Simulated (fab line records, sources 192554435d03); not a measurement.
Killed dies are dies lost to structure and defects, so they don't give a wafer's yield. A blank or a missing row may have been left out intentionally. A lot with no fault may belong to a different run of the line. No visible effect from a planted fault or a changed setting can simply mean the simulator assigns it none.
Split-lot trial + flow n5Finfet + route with 1938 steps; 7 lots, 21 wafers read

== THE SPLIT ==
At N5_BEOL_M4_TRENCH_ETCH_37 (etches SiOC in C4F6/O2, target depth 55.555 nm, time 29.2 s), the setting timeS was moved away from the recipe's 29.2 s on 5 of the 21 wafers read, by -8.9% to +16.3%. All remaining wafers had this setting at the recipe value.

== FROM THE SPLIT TO THE READING: what the file shows between them, 2 steps ==
- N5_BEOL_M4_ETCH_41: etches SiCN in CH3F/O2, target depth 29.9 nm, time 52.5 s
- N5_BEOL_M4_STRIP_97: strips in N2/H2, time 10 s

== THE READING ==
trenchDepthNm, in nm, at N5_BEOL_M4_OCD_MEAS_38. Fault-free wafers of this fab line usually give 55.2 nm, standard deviation 0.93 nm.

| wafer  | tool, chamber at the split | timeS as run, s | against the recipe | trenchDepthNm, nm | against lot-mates on the recipe |
|--------|----------------------------|-----------------|--------------------|-------------------|---------------------------------|
| L077.1 | rieDiel-06, 0              | 29.2            | recipe             | 52.9              | -                               |
| L077.4 | rieDiel-06, 1              | 29.2            | recipe             | 56.7              | -                               |
| L077.6 | rieDiel-06, 2              | 29.2            | recipe             | 54.5              | -                               |
| L076.1 | rieDiel-06, 3              | 26.61           | -8.9%              | 49.7              | -5.2                            |
| L076.2 | rieDiel-06, 2              | 29.2            | recipe             | 54.9              | -                               |
| L076.3 | rieDiel-06, 0              | 26.61           | -8.9%              | 49.2              | -5.7                            |
| L080.2 | rieDiel-02, 2              | 29.2            | recipe             | 55.6              | -                               |
| L080.3 | rieDiel-02, 0              | 33.92           | +16.2%             | 63.5              | +7.8                            |
| L080.5 | rieDiel-02, 0              | 29.2            | recipe             | 55.8              | -                               |
| L083.2 | rieDiel-02, 1              | 29.2            | recipe             | 55.6              | -                               |
| L083.4 | rieDiel-02, 3              | 29.2            | recipe             | 55.5              | -                               |
| L083.6 | rieDiel-02, 1              | 29.2            | recipe             | 54.9              | -                               |
| L084.2 | rieDiel-06, 0              | 29.2            | recipe             | 53.9              | -                               |
| L084.4 | rieDiel-06, 3              | 29.2            | recipe             | 54.9              | -                               |
| L084.6 | rieDiel-06, 2              | 29.2            | recipe             | 55.1              | -                               |
| L093.1 | rieDiel-02, 0              | 33.97           | +16.3%             | 64.4              | +9.4                            |
| L093.2 | rieDiel-02, 1              | 33.97           | +16.3%             | 64.2              | +9.2                            |
| L093.4 | rieDiel-02, 2              | 29.2            | recipe             | 55.0              | -                               |
| L094.2 | rieDiel-02, 1              | 29.2            | recipe             | 55.2              | -                               |
| L094.3 | rieDiel-02, 0              | 29.2            | recipe             | 55.0              | -                               |
| L094.4 | rieDiel-02, 1              | 29.2            | recipe             | 55.0              | -                               |

THE FIT
A straight line over all 21 wafers: trenchDepthNm changes by +0.569 nm for each +1% of timeS; r = +0.98; the points scatter about the line by 0.78 nm.
The same after taking each lot's own level away (the mean of its wafers on the recipe; 21 wafers): +0.556 nm for each +1%; r = +0.98; scatter 0.74 nm.
Per that fit: largest timeS move, reading shift of 9.1 nm.
The span of the lots' own levels, 54.63 to 55.70 nm, comes to 1.1 times the standard deviation stated above.
Hence the lot-to-lot level has little effect on the slope; both slopes agree.
Check: with one of the wafers moved furthest among these (+16.3%) left out of the fit, the line predicts +8.83 nm for it against its lot-mates. Against them it came out at +9.4 nm.

== OTHER SPLITS ON THESE WAFERS ==
Note: prior to the reading, these wafers also went through further splits. Each is held against what the fit with the lots' levels taken away leaves over:
| other split on the same wafers | wafers away from the commonest value | r with trenchDepthNm (lot level and that fit taken away) |
|--------------------------------|--------------------------------------|----------------------------------------------------------|
| N5_BEOL_M1_ETCH_64 sourceW     | 4                                    | -0.13                                                    |
| N5_BEOL_M2_ILD_DEP_00 timeS    | 7                                    | -0.32                                                    |
| N5_BEOL_M3_PECVD_72 tempC      | 6                                    | +0.00                                                    |
| N5_BEOL_M3_COAT_05 spinRpm     | 7                                    | -0.30                                                    |
| N5_BEOL_M3_VIA_ETCH_34 biasW   | 10                                   | +0.21                                                    |
| N5_BEOL_M4_ETCH_70 biasW       | 8                                    | +0.16                                                    |

== THE WHOLE CHAIN: every reading that the file lists as answering this split, in the file's order ==
| step                      | what it does                                                | reading                                                                 | change (the file's fit)               | r (the file's) |
|---------------------------|-------------------------------------------------------------|-------------------------------------------------------------------------|---------------------------------------|----------------|
| N5_BEOL_M4_TRENCH_ETCH_37 | etches SiOC in C4F6/O2, target depth 55.555 nm, time 29.2 s | etch.depthNm (the simulator's own value, which no gauge read)           | +0.564 nm for each +1% of the setting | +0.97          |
| N5_BEOL_M4_TRENCH_ETCH_37 | etches SiOC in C4F6/O2, target depth 55.555 nm, time 29.2 s | BEOL_M4.featureDepthNm (the simulator's own value, which no gauge read) | +0.565 nm for each +1% of the setting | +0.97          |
| N5_BEOL_M4_OCD_MEAS_38    |                                                             | trenchDepthNm                                                           | +0.537 nm for each +1% of the setting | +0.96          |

== FILE'S OWN FIT ==
trenchDepthNm changes by +0.537 nm for each +1% of timeS, r = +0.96.
